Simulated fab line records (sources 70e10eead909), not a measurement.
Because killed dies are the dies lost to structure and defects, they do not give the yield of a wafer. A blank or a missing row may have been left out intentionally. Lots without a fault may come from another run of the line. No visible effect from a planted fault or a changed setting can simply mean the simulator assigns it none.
Chamber matching ; flow nand harc ; 4 sister chambers for NHARC_A_STAIRCASE_TRIM_229 on rie diel-03
The step chemistry O2, time 211.2 s. 4 wafers are shown with their chamber, then 8 later ones without.

== EACH WAFER AND ITS CHAMBER ==
wafer;chamber;oes product au (a.u.)
L075.6;1;1.006
L085.6;2;0.992
L088.5;3;1.029
L090.1;0;0.993

== WAFERS WITHOUT THEIR CHAMBER ==
wafer;oes product au (a.u.)
L090.3;1.008
L090.6;0.998
L096.2;0.984
L096.4;1.008
L096.6;1.000
L097.1;0.980
L097.3;1.019
L097.5;1.009

== THE CHAMBER EACH PASSED THROUGH ==
wafer;from the rows above;in truth
L090.3;can't be placed: 1 or 0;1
L090.6;can't be placed: 0 or 2 or 1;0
L096.2;can't be placed: 2 or 0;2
L096.4;can't be placed: 1 or 0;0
L096.6;can't be placed: 1 or 0 or 2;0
L097.1;can't be placed: 2 or 0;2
L097.3;can't be placed: 3 or 1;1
L097.5;can't be placed: 1 or 0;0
Correct placement for 0 of the 8. From these rows, 8 cannot be placed; in 8 the true chamber is one of the candidates. 0 placed wrongly.
How it was worked out, from the rows above alone: a wafer's distance from a chamber is the root of the sum, over the readings, of the square of ((its reading less the chamber's mean) divided by the reading's scatter). The wafer belongs to the nearest chamber; if the next one is less than 2 further off, it can't be placed. For every chamber, the mean is computed from those of its wafers that are shown. The scatter (one wafer shown for each chamber): square how far every hidden wafer sits from the nearest shown wafer, average those squares and take the square root.
